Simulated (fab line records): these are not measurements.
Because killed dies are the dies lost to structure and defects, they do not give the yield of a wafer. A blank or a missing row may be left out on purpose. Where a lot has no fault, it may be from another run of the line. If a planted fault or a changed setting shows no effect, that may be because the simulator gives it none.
Split-lot study / flow n5 finfet / 7 lots, 39 wafers read, on a route of 1938 steps

== SPLIT DETAILS ==
At N5_BEOL_M1_TRENCH_ETCH_37 (etches SiOC in C4F6/O2, target depth 55.207 nm, time 29 s), the setting time s was moved away from the recipe's 29 s on 15 of the 39 wafers read, by -39.4% to +37.8%. This setting was run at the recipe's value on the other wafers.

== FROM THE SPLIT TO THE READING: what the file shows between them, 2 steps ==
- N5_BEOL_M1_ETCH_41: etches SiCN in CH3F/O2, target depth 31.9 nm, time 57.8 s
- N5_BEOL_M1_STRIP_97: strips in N2/H2, time 10 s

== THE READING ==
trench depth nm, in nm, at N5_BEOL_M1_OCD_MEAS_38. Typical for fault-free wafers on this fab line: 55.3 nm, with standard deviation 0.98 nm.

wafer=L075.1; tool, chamber at the split=rie diel-02, 3; time s as run, s=29; against the recipe=recipe; trench depth nm, nm=55.7; against lot-mates on the recipe=-
wafer=L075.2; tool, chamber at the split=rie diel-02, 0; time s as run, s=29; against the recipe=recipe; trench depth nm, nm=55.7; against lot-mates on the recipe=-
wafer=L075.3; tool, chamber at the split=rie diel-02, 2; time s as run, s=24.49; against the recipe=-15.6%; trench depth nm, nm=46.7; against lot-mates on the recipe=-9.0
wafer=L075.4; tool, chamber at the split=rie diel-02, 1; time s as run, s=24.49; against the recipe=-15.6%; trench depth nm, nm=48.3; against lot-mates on the recipe=-7.4
wafer=L075.5; tool, chamber at the split=rie diel-02, 1; time s as run, s=24.49; against the recipe=-15.6%; trench depth nm, nm=47.9; against lot-mates on the recipe=-7.8
wafer=L075.6; tool, chamber at the split=rie diel-02, 2; time s as run, s=29; against the recipe=recipe; trench depth nm, nm=55.7; against lot-mates on the recipe=-
wafer=L077.1; tool, chamber at the split=rie diel-03, 0; time s as run, s=35.8; against the recipe=+23.4%; trench depth nm, nm=67.7; against lot-mates on the recipe=+11.5
wafer=L077.2; tool, chamber at the split=rie diel-03, 2; time s as run, s=29; against the recipe=recipe; trench depth nm, nm=56.2; against lot-mates on the recipe=-
wafer=L077.3; tool, chamber at the split=rie diel-03, 3; time s as run, s=29; against the recipe=recipe; trench depth nm, nm=56.3; against lot-mates on the recipe=-
wafer=L077.4; tool, chamber at the split=rie diel-03, 3; time s as run, s=35.8; against the recipe=+23.4%; trench depth nm, nm=68.6; against lot-mates on the recipe=+12.4
wafer=L077.5; tool, chamber at the split=rie diel-03, 2; time s as run, s=35.8; against the recipe=+23.4%; trench depth nm, nm=69.2; against lot-mates on the recipe=+13.0
wafer=L077.6; tool, chamber at the split=rie diel-03, 0; time s as run, s=29; against the recipe=recipe; trench depth nm, nm=56.0; against lot-mates on the recipe=-
wafer=L078.1; tool, chamber at the split=rie diel-03, 3; time s as run, s=39.95; against the recipe=+37.8%; trench depth nm, nm=75.4; against lot-mates on the recipe=+20.4
wafer=L078.2; tool, chamber at the split=rie diel-03, 2; time s as run, s=39.95; against the recipe=+37.8%; trench depth nm, nm=76.4; against lot-mates on the recipe=+21.4
wafer=L078.3; tool, chamber at the split=rie diel-03, 0; time s as run, s=29; against the recipe=recipe; trench depth nm, nm=54.4; against lot-mates on the recipe=-
wafer=L078.4; tool, chamber at the split=rie diel-03, 2; time s as run, s=29; against the recipe=recipe; trench depth nm, nm=55.3; against lot-mates on the recipe=-
wafer=L078.5; tool, chamber at the split=rie diel-03, 3; time s as run, s=29; against the recipe=recipe; trench depth nm, nm=55.2; against lot-mates on the recipe=-
wafer=L078.6; tool, chamber at the split=rie diel-03, 0; time s as run, s=39.95; against the recipe=+37.8%; trench depth nm, nm=75.4; against lot-mates on the recipe=+20.4
wafer=L086.1; tool, chamber at the split=rie diel-02, 2; time s as run, s=29; against the recipe=recipe; trench depth nm, nm=54.6; against lot-mates on the recipe=-
wafer=L086.2; tool, chamber at the split=rie diel-02, 3; time s as run, s=37.56; against the recipe=+29.5%; trench depth nm, nm=71.4; against lot-mates on the recipe=+16.2
wafer=L086.3; tool, chamber at the split=rie diel-02, 0; time s as run, s=37.56; against the recipe=+29.5%; trench depth nm, nm=71.9; against lot-mates on the recipe=+16.7
wafer=L086.4; tool, chamber at the split=rie diel-02, 2; time s as run, s=37.56; against the recipe=+29.5%; trench depth nm, nm=70.7; against lot-mates on the recipe=+15.5
wafer=L086.5; tool, chamber at the split=rie diel-02, 0; time s as run, s=29; against the recipe=recipe; trench depth nm, nm=55.2; against lot-mates on the recipe=-
wafer=L086.6; tool, chamber at the split=rie diel-02, 3; time s as run, s=29; against the recipe=recipe; trench depth nm, nm=55.8; against lot-mates on the recipe=-
wafer=L089.1; tool, chamber at the split=rie diel-02, 0; time s as run, s=29; against the recipe=recipe; trench depth nm, nm=55.8; against lot-mates on the recipe=-
wafer=L089.2; tool, chamber at the split=rie diel-02, 2; time s as run, s=29; against the recipe=recipe; trench depth nm, nm=54.6; against lot-mates on the recipe=-
wafer=L089.6; tool, chamber at the split=rie diel-02, 3; time s as run, s=29; against the recipe=recipe; trench depth nm, nm=54.7; against lot-mates on the recipe=-
wafer=L090.1; tool, chamber at the split=rie diel-04, 0; time s as run, s=29; against the recipe=recipe; trench depth nm, nm=54.2; against lot-mates on the recipe=-
wafer=L090.2; tool, chamber at the split=rie diel-04, 3; time s as run, s=29; against the recipe=recipe; trench depth nm, nm=56.9; against lot-mates on the recipe=-
wafer=L090.3; tool, chamber at the split=rie diel-04, 1; time s as run, s=29; against the recipe=recipe; trench depth nm, nm=56.4; against lot-mates on the recipe=-
wafer=L090.4; tool, chamber at the split=rie diel-04, 2; time s as run, s=17.57; against the recipe=-39.4%; trench depth nm, nm=34.2; against lot-mates on the recipe=-21.6
wafer=L090.5; tool, chamber at the split=rie diel-04, 0; time s as run, s=17.57; against the recipe=-39.4%; trench depth nm, nm=32.6; against lot-mates on the recipe=-23.2
wafer=L090.6; tool, chamber at the split=rie diel-04, 3; time s as run, s=17.57; against the recipe=-39.4%; trench depth nm, nm=34.1; against lot-mates on the recipe=-21.7
wafer=L094.1; tool, chamber at the split=rie diel-04, 1; time s as run, s=29; against the recipe=recipe; trench depth nm, nm=55.7; against lot-mates on the recipe=-
wafer=L094.2; tool, chamber at the split=rie diel-04, 0; time s as run, s=29; against the recipe=recipe; trench depth nm, nm=53.3; against lot-mates on the recipe=-
wafer=L094.3; tool, chamber at the split=rie diel-04, 3; time s as run, s=29; against the recipe=recipe; trench depth nm, nm=55.7; against lot-mates on the recipe=-
wafer=L094.4; tool, chamber at the split=rie diel-04, 2; time s as run, s=29; against the recipe=recipe; trench depth nm, nm=55.4; against lot-mates on the recipe=-
wafer=L094.5; tool, chamber at the split=rie diel-04, 1; time s as run, s=29; against the recipe=recipe; trench depth nm, nm=56.6; against lot-mates on the recipe=-
wafer=L094.6; tool, chamber at the split=rie diel-04, 2; time s as run, s=29; against the recipe=recipe; trench depth nm, nm=55.2; against lot-mates on the recipe=-

THE FIT
A straight line over all 39 wafers: trench depth nm changes by +0.543 nm for each +1% of time s; r = +1.00; the points scatter about the line by 0.8 nm.
The same after taking each lot's own level away (the mean of its wafers on the recipe; 39 wafers): +0.55 nm for each +1%; r = +1.00; scatter 0.74 nm.
On that fit, the largest move of time s shifts the reading by 22 nm.
Measured against the standard deviation above, the lots' own levels, which go from 54.97 to 56.17 nm, span 1.2 times it.
Hence the lot-to-lot level has little effect on the slope; both slopes agree.
Check: for one of the wafers moved furthest among these (-39.4%), held out of the fit, the line's prediction against its lot-mates is -21.7 nm. It came out at -21.6 nm against them.

== THE OTHER SPLITS THESE WAFERS WENT THROUGH ==
Other splits were also applied to these wafers ahead of the reading. Each is held against what the fit with the lots' levels taken away leaves over:
other split on the same wafers=N5_MOL_CONTACT_COAG_CVD_140 target thk a; wafers away from the commonest value=12; r with trench depth nm (lot level and that fit taken away)=+0.23

== THE WHOLE CHAIN: every reading that the file lists as answering this split, in the file's order ==
step=N5_BEOL_M1_TRENCH_ETCH_37; what it does=etches SiOC in C4F6/O2, target depth 55.207 nm, time 29 s; reading=BEOL_M1.feature depth nm (the simulator's own value, which no gauge read); change (the file's fit)=+0.549 nm for each +1% of the setting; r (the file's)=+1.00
step=N5_BEOL_M1_TRENCH_ETCH_37; what it does=etches SiOC in C4F6/O2, target depth 55.207 nm, time 29 s; reading=etch.depth nm (the simulator's own value, which no gauge read); change (the file's fit)=+0.549 nm for each +1% of the setting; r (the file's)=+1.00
step=N5_BEOL_M1_TRENCH_ETCH_37; what it does=etches SiOC in C4F6/O2, target depth 55.207 nm, time 29 s; reading=TiN_of_BEOL_M1_HM_DEP_02.thk nm (the simulator's own value, which no gauge read); change (the file's fit)=-0.022 nm for each +1% of the setting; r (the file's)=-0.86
step=N5_BEOL_M1_OCD_MEAS_38; what it does=; reading=trench depth nm; change (the file's fit)=+0.549 nm for each +1% of the setting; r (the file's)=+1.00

== FILE'S OWN FIT ==
trench depth nm changes by +0.549 nm for each +1% of time s, r = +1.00.
